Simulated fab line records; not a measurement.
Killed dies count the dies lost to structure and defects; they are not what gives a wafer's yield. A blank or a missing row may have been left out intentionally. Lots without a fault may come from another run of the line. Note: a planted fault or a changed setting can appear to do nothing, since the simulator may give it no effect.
A lot that was struck, set against a sound lot + flow nand-harc + 15 out of 1159 route steps
Sound: the wafers L916.2, L916.3, L916.6. The struck wafers were L906.3, L906.4, L906.6. The cause is named last.
Order at every step that has rows: each side's tool, ch and its chambers, its first start. Under that, the readings that differ: sound wafers + struck wafers + difference of the means + sigmas: that difference in standard deviations of wafers without a fault.
alike: same words and numbers on both sides, and readings whose means sit less than 2 such deviations apart. not compared: any withheld reading, any reading some wafer has no value for, any bound like >300 that may hide the same value, and any number with overlapping values for which the record gives no deviation.
A row with sigmas, a row that says differs or no value, or rows on one side alone: a step with any of these is where the two part. Numbers that don't overlap but have no deviation are shown without sigmas and don't part them. Lack of a reading on every wafer of one side parts them only where that side has two or more wafers.

first, 1 step without rows for these wafers: NHARC_P_GATE_HARDBAKE_47 (time 80 s).
NHARC_P_GATE_DESCUM_48: chemistry O2, time 3 s.
  sound on rie-diel-08 ch 0,1,3, day 10 17:07; struck on rie-diel-13 ch 2,3, day 8 09:37
  alike: drypump-motor-current-A, oes-product-au, rf-vpp-V, showerhead-plenum-p-Torr, throttle-valve-pct
  not compared: rf-hours-counter-h
then, 1 step without rows for these wafers: NHARC_P_GATE_IMPLANT_49.
NHARC_P_GATE_STRIP_111: strips in N2/H2, time 250 s.
  sound on plasma-asher-02 ch 0,1, day 10 17:29; struck on plasma-asher-02 ch 0,1, day 8 10:05
  alike: drypump-motor-current-A, heater-power-w
  not compared: rf-hours-counter-h
NHARC_P_GATE_STRIP_75: strips in O2.
  sound on plasma-asher-02 ch 0,1, day 10 17:47; struck on plasma-asher-02 ch 0,1, day 8 10:19
  alike: drypump-motor-current-A, heater-power-w
  not compared: rf-hours-counter-h
then, 7 steps without rows for these wafers: NHARC_P_GATE_STRIP_50 (strips in SPM, time 900 s); NHARC_P_GATE_DEHYDRATE_51 (time 120 s); NHARC_P_GATE_HMDS_52 (time 30 s); NHARC_P_GATE_COAT_53; NHARC_P_GATE_SOFTBAKE_54 (time 95 s); NHARC_P_GATE_EBR_55; NHARC_P_GATE_EXPOSE_56 (exposes mask P PSD, target cd 720 nm).
NHARC_P_GATE_PEB_57: peb time 85 s.
  sound on litho-track-03 ch 0, day 10 18:31; struck on litho-track-03 ch 0, day 8 11:08
| reading                  | sound                | struck               | difference | sigmas |
|--------------------------|----------------------|----------------------|------------|--------|
| heater-power-total-W (W) | 163.66 163.78 163.88 | 166.84 166.90 167.02 | +3.15      | +12    |
| plate-temp-C (C)         | 117.86 117.83 117.79 | 119.74 119.82 119.71 | +1.93      | +15    |
  alike: exhaust-pa
then, 1 step without rows for these wafers: NHARC_P_GATE_DEVELOP_58 (time 70 s).
NHARC_END_SORT_01:
  the record has rows for the sound wafers here (prober-02 ch 0, day 24 23:19) and none for the struck ones

== WHERE THEY PART ==
First at NHARC_P_GATE_PEB_57; last, within this record, at NHARC_END_SORT_01.

WHY: what the simulator had put in
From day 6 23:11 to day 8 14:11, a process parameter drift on litho-track-03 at NHARC_P_GATE_PEB_57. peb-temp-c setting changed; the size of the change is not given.
